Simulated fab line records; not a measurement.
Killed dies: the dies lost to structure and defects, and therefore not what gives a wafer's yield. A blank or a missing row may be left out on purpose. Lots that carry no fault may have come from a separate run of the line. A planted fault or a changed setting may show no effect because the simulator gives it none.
fab line records ; flow n5-finfet
record lots=4; wafers=12; last-day=14
route steps=1938 shown BEOL_M6@1257 BEOL_M7@1263
lots that met no fault: taken from a fault-free run of the same line
start-h: hours from the record's opening day to when the first of the lot's shown wafers began ; wait-h: hours from the lot's prior step to this one ; " the same as in the row above ; L1.1+2: a single row standing in for several wafers ; - value missing, or start not given ; * or withheld: withheld ; < > ~ a bound
route shown NAME@n: a module of which the file shows steps, and the number in the route of the first ; usual: mean/standard deviation taken from wafers without a fault ; same: alike in all rows ; chamber/n: place in a boat ; sites: per-site readings ; _std_site: their standard deviation ; _edge_site: outer sites' mean less inner sites' ; radius-mm: for every site, how far away it sits from the centre of the wafer ; mask NAME#n: copy n ; behind: the last tool/chamber to shape the wafer ; hold: reason for holding the lot/hours on hold/outcome of the hold ; device: whichever transistor did not switch (one of n, p or np) ; end of line: the same wafers' tests at the end of the route ; a step without rows: its recipe alone ; killed: dies lost to structure and defects at the first sort, not the wafer's yield ; map: shows each die of a wafer: x if killed, . if not, _ if none is there
set.NAME: the setting the step ran with; set.NAME@STEP: the setting that earlier step ran with ; model.NAME: the simulator's own value behind a step, which no gauge read
certain route steps with their lots: each step a table, each wafer a row
services: the hour from which a tool's chamber was out of use, counted from the record's first day as start-h (under 0 if before that day), plus the number of hours and why
## steps
# step N5_BEOL_M6_CMP_52
# recipe stop-on=SiCOH_lowk; t-overpolish-s=6.9; down-force-psi=1; platen-rpm=50; clearing-platen-down-force-psi=1.5; clearing-platen-rpm=50; post-cmp-clean=cu-alkaline; target-thk-nm=80; clearing-platen-pad-velocity-m-s=0.99484; pad-velocity-m-s=0.99484
# step N5_BEOL_M6_PRE_CLEAN_55
# recipe gas=NH3; time-s=15; temp-c=withheld; rf-power-w=300
# step N5_BEOL_M6_DEP_56
# recipe material=SiCN; target-thk-a=100; temp-c=withheld; precursor=3MS/NH3; pressure-torr=3; rf-w=202; time-s=17.5
# step N5_BEOL_M7_ILD_DEP_00
# recipe material=SiCOH_lowk; target-thk-a=1797.5; temp-c=300; precursor=DEMS/porogen; pressure-torr=5; rf-w=500; time-s=33.4
# step N5_BEOL_M7_CURE_74
# recipe temp-c=385; time-s=240; ambient=He/Ar; material=SiCOH_lowk
# step N5_BEOL_M7_PECVD_70
# recipe material=SiO2; target-thk-a=200; temp-c=400; precursor=TEOS/O2; pressure-torr=5.5; rf-w=450; teos-flow-sccm=53.8; gas=O2; flow-sccm=3000; time-s=22.7
# step N5_BEOL_M7_HM_DEP_02
# recipe material=TiN; target-thk-a=200; temp-c=25; chamber-pressure-pa=0.49996
# step N5_BEOL_M7_COAT_59
# recipe resist=SOC; temp-c=250; time-s=60; spin-rpm=1500; resist-thk-nm=100
# step N5_BEOL_M7_COAT_60
# recipe resist=SiARC; temp-c=220; time-s=60; spin-rpm=1500; resist-thk-nm=35
# usual resist-line-temp-C=23.00/0.11; spin-speed-rpm=1500.1/0.89
lot.wafer;tool;chamber;start-h;wait-h;resist-line-temp-C;spin-speed-rpm;model.SiARC_of_BEOL_M7_COAT_60.thk-nm
L690.2;litho-track-01;0;215.40;-;23.08;1500.4;35
L690.3;litho-track-01;0;215.40;-;22.99;1499.9;35
L690.6;litho-track-01;0;215.40;-;23.05;1500.2;35
L697.1;litho-track-01;0;261.07;-;22.93;1178.5;39.4
L697.4;litho-track-01;0;261.07;-;23.12;1180.4;39.4
L697.5;litho-track-01;0;261.07;-;23.01;1179.9;39.4
L698.3;litho-track-01;0;267.45;-;23.07;1178.1;39.4
L698.5;litho-track-01;0;267.45;-;22.80;1178.0;39.4
L698.6;litho-track-01;0;267.45;-;23.02;1179.3;39.4
L700.2;litho-track-03;0;267.59;-;23.02;1500.7;35
L700.3;litho-track-03;0;267.59;-;22.86;1500.6;35
L700.5;litho-track-03;0;267.59;-;22.93;1500.5;34.8
# step N5_BEOL_M7_COAT_05
# recipe resist=CAR-ArF; spin-rpm=1500; resist-thk-nm=90
# step N5_BEOL_M7_EBR_07
# recipe solvent=PGMEA; ebr-width-mm=1.5
# step N5_BEOL_M7_SOFTBAKE_06
# recipe temp-c=110; time-s=60; resist=CAR-ArF
# step N5_BEOL_M7_EXPOSE_08
# recipe mask-id=M7; na=1.35; source-shape=dipole; sigma-inner=0.817; sigma-outer=0.97; polarization=te; dose-mj=68.25
# step N5_BEOL_M7_PEB_09
# recipe peb-temp-c=withheld; peb-time-s=60; resist=CAR-ArF
# step N5_BEOL_M7_DEVELOP_10
# recipe develop-time-s=30; developer=TMAH; resist=CAR-ArF; rinse-liquid=diw; dry=air-spin; dev-temp-c=23
# step N5_BEOL_M7_DESCUM_16
# recipe chemistry=O2; time-s=7.9; source-power-w=50; bias-power-w=20; pressure-mtorr=20; rf-frequency-hz=2.712e+07; temp-c=40; resist=CAR-ArF; o2-flow-sccm=225
# step N5_BEOL_M7_ETCH_61
# recipe chemistry=CF4; target=SiARC; target-depth-a=455; mask-material=CAR-ArF; time-s=75.8; ion-energy-ev=80; pressure-mtorr=40; source-w=545; bias-w=36; Ar_flow_sccm=100; cf4-flow-sccm=100; ends=cleared
# usual chamber-pressure-mTorr=39.99/0.039; drypump-motor-current-A=5.5/0.51; etch-rf-on-time-s=75.4/1.7; oes-product-au=0.68/0.073; rf-vpp-V=183.9/1.1; showerhead-plenum-p-Torr=2.13/0.071; throttle-valve-pct=15.58/0.21
lot.wafer;tool;chamber;start-h;wait-h;chamber-pressure-mTorr;drypump-motor-current-A;etch-rf-on-time-s;oes-product-au;rf-hours-counter-h;rf-vpp-V;showerhead-plenum-p-Torr;throttle-valve-pct;model.etch.depth-nm;model.CAR-ArF_of_BEOL_M7_COAT_05.thk-nm
L690.2;rie-diel-05;1;215.90;0.0;40.00;6.1;77.0;0.70;70;185.2;2.25;15.40;35.01;51.2
L690.3;rie-diel-05;3;215.90;0.0;39.98;5.8;76.6;0.59;221;185.4;2.20;15.43;34.93;51.2
L690.6;rie-diel-05;1;215.90;0.0;40.03;6.1;76.5;0.70;-;184.3;2.25;15.40;34.97;51.2
L697.1;rie-diel-05;0;261.56;0.0;39.94;5.6;82.9;0.64;144;183.1;1.99;15.62;39.48;46
L697.4;rie-diel-05;2;261.56;0.0;39.97;6.8;82.7;0.69;126;185.5;2.22;15.20;39.46;46.4
L697.5;rie-diel-05;0;261.56;0.0;40.02;5.6;82.4;0.64;-;182.2;1.99;15.60;39.47;46.4
L698.3;rie-diel-03;2;268.09;0.0;39.96;5.0;85.7;0.63;187;182.6;2.06;15.73;39.41;46.2
L698.5;rie-diel-03;1;268.09;0.0;40.00;6.1;86.2;0.71;-;184.0;2.08;15.47;39.41;46
L698.6;rie-diel-03;0;268.09;0.0;39.96;5.9;90.1;0.60;-;182.8;2.13;15.77;39.39;46.4
L700.2;rie-diel-01;2;268.20;0.0;39.94;5.0;75.4;0.83;7;185.2;2.11;15.66;34.95;51.2
L700.3;rie-diel-01;3;268.20;0.0;40.01;5.4;77.3;0.57;231;182.8;2.04;15.69;34.94;51.2
L700.5;rie-diel-01;0;268.20;0.0;40.00;4.9;74.0;0.72;-;185.5;2.15;15.59;34.88;51.4
# step N5_BEOL_M7_ETCH_62
# recipe chemistry=N2/H2; target=SOC; target-depth-a=1100; overetch-a=220; mask-material=SiARC; temp-c=40; time-s=165; ion-energy-ev=200; pressure-mtorr=30; source-w=840; bias-w=150; n2-flow-sccm=200; h2-flow-sccm=200
# usual chamber-pressure-mTorr=29.998/0.026; drypump-motor-current-A=5.6/0.51; h2-flow-sccm=200.0/0.63; oes-product-au=0.67/0.069; rf-vpp-V=523.3/2.7; showerhead-plenum-p-Torr=2.53/0.095; throttle-valve-pct=17.82/0.25
lot.wafer;tool;chamber;start-h;wait-h;chamber-pressure-mTorr;drypump-motor-current-A;h2-flow-sccm;oes-product-au;rf-hours-counter-h;rf-vpp-V;showerhead-plenum-p-Torr;throttle-valve-pct;model.SiARC_of_BEOL_M7_COAT_60.thk-nm
L690.2;rie-diel-05;1;215.95;0.0;29.960;6.1;199.5;0.70;70;527.2;2.69;17.62;28.4
L690.3;rie-diel-05;3;215.95;0.0;30.067;5.8;199.5;0.60;221;525.7;2.60;17.42;28
L690.6;rie-diel-05;1;215.95;0.0;30.034;6.1;199.1;0.71;-;527.9;2.70;17.60;28.4
L697.1;rie-diel-05;0;261.62;0.0;30.040;5.6;199.3;0.63;144;518.4;2.34;17.79;32.8
L697.4;rie-diel-05;2;261.62;0.0;30.025;6.8;200.4;0.66;126;526.6;2.66;17.49;32.6
L697.5;rie-diel-05;0;261.62;0.0;30.012;5.6;200.1;0.62;-;518.5;2.34;17.80;32.8
L698.3;rie-diel-03;2;268.15;0.0;30.018;5.1;199.5;0.61;187;520.7;2.41;17.59;32.8
L698.5;rie-diel-03;1;268.15;0.0;30.001;6.1;200.3;0.72;-;522.2;2.50;17.91;32.8
L698.6;rie-diel-03;0;268.15;0.0;30.012;6.0;199.5;0.61;-;524.6;2.54;18.10;33
L700.2;rie-diel-01;2;268.26;0.0;30.004;5.0;199.7;0.83;7;522.1;2.50;17.99;28.2
L700.3;rie-diel-01;3;268.26;0.0;29.986;5.3;198.6;0.59;231;520.0;2.42;17.95;28.4
L700.5;rie-diel-01;0;268.26;0.0;30.008;4.9;199.8;0.71;-;525.1;2.58;18.07;28.2
# step N5_BEOL_M7_STRIP_68
# recipe chemistry=N2/H2; temp-c=40; n2-flow-sccm=200; h2-flow-sccm=200; rf-frequency-hz=6e+07
## services
tool;chamber;start-h;hours;kind
rie-diel-01;-;191.85;2.8;pm
rie-diel-01;3;211.88;14.8;repair
rie-diel-01;2;230.42;-;clean
rie-diel-01;2;230.42;-;consumable-replace:focus-ring
rie-diel-01;2;230.42;13.2;scheduled-down
rie-diel-01;2;230.42;13.2;vent-cycle
rie-diel-03;3;232.01;2.0;repair
rie-diel-03;3;245.09;-;clean
rie-diel-03;3;245.09;-;consumable-replace:focus-ring
rie-diel-03;3;245.09;17.9;scheduled-down
rie-diel-03;3;245.09;17.9;vent-cycle
rie-diel-03;3;266.40;4.3;repair
## key
first-sign step=N5_BEOL_M7_COAT_60; reading=spin-speed-rpm; direction=down; sigmas=99+; usual=*; struck=*
effect step=N5_BEOL_M7_ETCH_61; reading=etch-rf-on-time-s; direction=up; sigmas=5.5; usual=*; struck=*
model-effect step=N5_BEOL_M7_COAT_60; value=SiARC_of_BEOL_M7_COAT_60.thk-nm; without=35; struck=39.4
model-effect step=N5_BEOL_M7_ETCH_61; value=etch.depth-nm; without=34.97; struck=39.44
model-effect step=N5_BEOL_M7_ETCH_62; value=SiARC_of_BEOL_M7_COAT_60.thk-nm; without=28.33; struck=32.8
met-at N5_BEOL_M7_COAT_60
struck-wafers L697.1,L697.4,L697.5,L698.3,L698.5,L698.6
onset-between 215.40 261.07
fault kind=process-parameter-drift; tool=litho-track-01; chamber=-; onset-h=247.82; steps=N5_BEOL_M7_COAT_60; channel=spin-rpm; offset=*; shape=step; end-h=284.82; acts-in=*; stated=*
